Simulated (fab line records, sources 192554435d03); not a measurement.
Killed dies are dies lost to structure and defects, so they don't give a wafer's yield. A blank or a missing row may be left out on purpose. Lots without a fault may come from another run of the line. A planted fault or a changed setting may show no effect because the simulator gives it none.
Problem report in the 8D (eight disciplines) form, filled by code | flow n5_finfet | the parts of the form that need people (team, actions taken, sign-off) are left out

1. THE PROBLEM
platen_rpm at N5_HKMG_FIN_CMP_23 reads a mean of 48.27 rpm on 2 wafers of 2 lots; wafers without a fault read 50.29 rpm with a standard deviation of 0.031. That is -65 standard deviations from the usual mean.
The step: polishes, stops on SiNx, t overpolish 10 s, target thk 46.326 nm.
First seen on wafer L487.3, day 7 07:36, on cmp-01. The record holds 33 wafers of 11 lots with a number at this step. Rule for "out", or "out of limits": more than 4 standard deviations from the usual mean. The other wafers with a number count as sound.

2. WHAT IT IS AND WHAT IT IS NOT
question                    | is               | is not
which readings at this step | platen_rpm       | head_pressure_psi, motor_current_A, overpolish_run_s, time_to_endpoint_s
which lots                  | L487, L489       | L475, L476, L477, L478, L484, L494, L495, L497, L498
which wafers of those lots  | L487.3, L489.1   | L487.2, L487.4, L489.3, L489.5
read on which tools         | cmp-01           | cmp-03
when                        | from day 7 07:36 | up to then (17 sound wafers); but 14 sound wafers of L489, L494, L495, L497, L498 came after

3. SUSPECTS, AND WHAT RULES EACH OUT
Counting: a tool at a process step up to the reading stays a suspect if it ran every lot that is out. Sound lots after the first of them don't rule it out here, since some wafers of a struck lot are sound.
- cvd_w-02 at N5_HKMG_FIN_ALD_72 (deposits W, target thk 2 nm, pulse time 1 s, purge time 2 s): kept. It ran every lot that is out, first L487 (day 7 07:26).
- cmp-01 at N5_HKMG_FIN_CMP_23 (polishes, stops on SiNx, t overpolish 10 s, target thk 46.326 nm): kept. It ran every lot that is out, first L487 (day 7 07:36); its last sound lot up to then is L484 (day 6 15:14). Its own readings are out on those wafers: platen_rpm.
- Within cmp-01 at N5_HKMG_FIN_CMP_23: the wafers that are out ran in chamber 0; their sound lot-mates ran in chambers 1, 2, 3.
Left after counting: cvd_w-02 at N5_HKMG_FIN_ALD_72, cmp-01 at N5_HKMG_FIN_CMP_23.

4. THE CAUSE (what the simulator had put in)
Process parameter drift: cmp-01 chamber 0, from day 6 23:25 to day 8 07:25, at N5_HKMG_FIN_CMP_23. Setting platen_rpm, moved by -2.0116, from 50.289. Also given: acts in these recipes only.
Counting left 2 suspects, and this tool is among them.

5. THE CHAIN OF EFFECTS, in route order
Each row: a reading whose mean over the struck wafers that have a number lies more than 3 standard deviations from the usual. Only readings for which the record gives a usual standard deviation are gone through. hours: the time from each lot's start at the first step in this table that gives one to its start at this step, as a median over the lots. sigmas: the change in usual standard deviations.
hours | step               | reading    | usual     | on struck wafers | change | sigmas
0     | N5_HKMG_FIN_CMP_23 | platen_rpm | 50.29 rpm | 48.27            | -2.02  | -65
The process steps in it:
- N5_HKMG_FIN_CMP_23: polishes, stops on SiNx, t overpolish 10 s, target thk 46.326 nm.

6. WHAT WOULD HAVE CAUGHT IT SOONER
In this record the first reading out of limits was taken at day 7 07:36, 8 hours after the fault began at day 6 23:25.
